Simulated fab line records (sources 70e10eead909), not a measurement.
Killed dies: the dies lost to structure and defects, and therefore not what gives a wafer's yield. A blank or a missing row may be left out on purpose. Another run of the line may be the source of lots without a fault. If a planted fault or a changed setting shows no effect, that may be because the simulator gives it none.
Shared-tool check -- flow nand harc -- Sample size 11 lots and 33 wafers

## REASON FOR OPENING
Flagged at NHARC_P_ZERO_WELL_CD_MEAS_24: reading cd nm, on 1 of 11 lots. Wafers without a fault read 718.9 nm, standard deviation 2.
Rule: flag the lot when none of its wafers has a number, or when each of its wafers that has one lies beyond 4 standard deviations from that mean. All remaining lots are regarded as sound.

lot,measured,on,"cd nm (nm), wafer by wafer",flag
L379,day 1 14:21,cd sem-02,717.9 719.5 718.1,
L381,day 2 02:31,cd sem-01,720.0 720.4 719.6,
L384,day 2 20:36,cd sem-02,696.8 699.0 696.2,FLAGGED
L391,day 4 14:30,cd sem-03,720.4 718.5 718.6,
L392,day 4 20:40,cd sem-01,717.0 720.5 717.2,
L393,day 5 02:47,cd sem-03,718.9 720.4 720.4,
L395,day 5 14:31,cd sem-03,715.8 717.5 716.2,
L397,day 6 02:28,cd sem-03,720.3 718.7 718.3,
L399,day 6 14:27,cd sem-02,714.9 719.9 715.3,
L400,day 6 20:35,cd sem-01,719.2 721.4 719.3,
L402,day 7 08:36,cd sem-03,720.7 720.0 722.1,
On average the flagged lots' numbers are 697.3 nm, which is -21.6 nm against the usual, or -11 standard deviations.

## WHICH TOOL RAN EACH LOT
The record holds 3 process steps before the reading, out of a route of 1159 steps. Every cell lists first the tool, next ch and the chambers used by the sampled wafers, and last the start.
lot,flag,NHARC_P_ZERO_WELL_DESCUM_13,NHARC_P_ZERO_WELL_ETCH_65,NHARC_P_ZERO_WELL_EXPOSE_21
L379,,"rie diel-01 ch 0,3, day 1 13:17","rie diel-01 ch 1,2,3, day 1 13:23","krf scanner-01 ch 0, day 1 14:11"
L381,,"rie diel-04 ch 0,1,2, day 2 01:18","rie diel-04 ch 0,1,3, day 2 01:26","krf scanner-01 ch 0, day 2 02:22"
L384,FLAGGED,"rie diel-10 ch 0,1,2, day 2 19:23","rie diel-10 ch 0,2,3, day 2 19:31","krf scanner-02 ch 0, day 2 20:26"
L391,,"rie diel-01 ch 0,2, day 4 13:16","rie diel-01 ch 0,1, day 4 13:21","krf scanner-02 ch 0, day 4 14:20"
L392,,"rie diel-04 ch 0,3, day 4 19:25","rie diel-04 ch 0,2,3, day 4 19:31","krf scanner-01 ch 0, day 4 20:31"
L393,,"rie diel-01 ch 0,2,3, day 5 01:32","rie diel-01 ch 0,2, day 5 01:38","krf scanner-02 ch 0, day 5 02:37"
L395,,"rie diel-01 ch 0,2, day 5 13:16","rie diel-01 ch 0,1,2, day 5 13:21","krf scanner-02 ch 0, day 5 14:21"
L397,,"rie diel-04 ch 2,3, day 6 01:24","rie diel-04 ch 0,2, day 6 01:29","krf scanner-03 ch 0, day 6 02:18"
L399,,"rie diel-01 ch 1,2,3, day 6 13:16","rie diel-01 ch 1,3, day 6 13:22","krf scanner-03 ch 0, day 6 14:18"
L400,,"rie diel-04 ch 0,1,3, day 6 19:25","rie diel-04 ch 0,1,3, day 6 19:29","krf scanner-01 ch 0, day 6 20:26"
L402,,"rie diel-10 ch 0,1,2, day 7 07:25","rie diel-10 ch 1,3, day 7 07:29","krf scanner-01 ch 0, day 7 08:27"
What the steps here do:
- NHARC_P_ZERO_WELL_DESCUM_13: chemistry O2, time 3 s.
- NHARC_P_ZERO_WELL_ETCH_65: etches the open film in N2/H2, target depth 80 nm, overetch 24 nm, time 87.88 s.
- NHARC_P_ZERO_WELL_EXPOSE_21: exposes mask P NWELL, target cd 720 nm.
- NHARC_P_ZERO_WELL_CD_MEAS_24: target cd 720 nm.

## FLAGGED OVER TOTAL, TOOL BY TOOL (the gauges that took the reading come last)
step,tool,lots run,flagged,share of the flagged lots,sound lots run after its first flagged lot
NHARC_P_ZERO_WELL_DESCUM_13,rie diel-01,5,0,none,-
NHARC_P_ZERO_WELL_DESCUM_13,rie diel-04,4,0,none,-
NHARC_P_ZERO_WELL_DESCUM_13,rie diel-10,2,1,all,1 (L402)
NHARC_P_ZERO_WELL_ETCH_65,rie diel-01,5,0,none,-
NHARC_P_ZERO_WELL_ETCH_65,rie diel-04,4,0,none,-
NHARC_P_ZERO_WELL_ETCH_65,rie diel-10,2,1,all,1 (L402)
NHARC_P_ZERO_WELL_EXPOSE_21,krf scanner-01,5,0,none,-
NHARC_P_ZERO_WELL_EXPOSE_21,krf scanner-02,4,1,all,"3 (L391,L393,L395)"
NHARC_P_ZERO_WELL_EXPOSE_21,krf scanner-03,2,0,none,-
NHARC_P_ZERO_WELL_CD_MEAS_24,cd sem-01,3,0,none,-
NHARC_P_ZERO_WELL_CD_MEAS_24,cd sem-02,3,1,all,1 (L399)
NHARC_P_ZERO_WELL_CD_MEAS_24,cd sem-03,5,0,none,-

## WHAT THE TABLE ALLOWS
4 rows of the table ran every flagged lot: rie diel-10 at NHARC_P_ZERO_WELL_DESCUM_13, rie diel-10 at NHARC_P_ZERO_WELL_ETCH_65, krf scanner-02 at NHARC_P_ZERO_WELL_EXPOSE_21, cd sem-02 at NHARC_P_ZERO_WELL_CD_MEAS_24.
- rie diel-10 at NHARC_P_ZERO_WELL_DESCUM_13: 1 of its 2 lots flagged. Lots that were sound ran on it after the first flagged one (L402); a persistent fault on the entire tool would not allow that.
- rie diel-10 at NHARC_P_ZERO_WELL_ETCH_65: 1 of its 2 lots flagged. Lots that were sound ran on it after the first flagged one (L402); a persistent fault on the entire tool would not allow that.
- krf scanner-02 at NHARC_P_ZERO_WELL_EXPOSE_21: 1 of its 4 lots flagged. Lots that were sound ran on it after the first flagged one (L391, L393, L395); a persistent fault on the entire tool would not allow that.
- cd sem-02 at NHARC_P_ZERO_WELL_CD_MEAS_24: 1 of its 3 lots flagged. Lots that were sound ran on it after the first flagged one (L399); a persistent fault on the entire tool would not allow that.
No row of the table ran every flagged lot and no sound lot after the first.

## WHAT THE SIMULATOR HAD PUT IN
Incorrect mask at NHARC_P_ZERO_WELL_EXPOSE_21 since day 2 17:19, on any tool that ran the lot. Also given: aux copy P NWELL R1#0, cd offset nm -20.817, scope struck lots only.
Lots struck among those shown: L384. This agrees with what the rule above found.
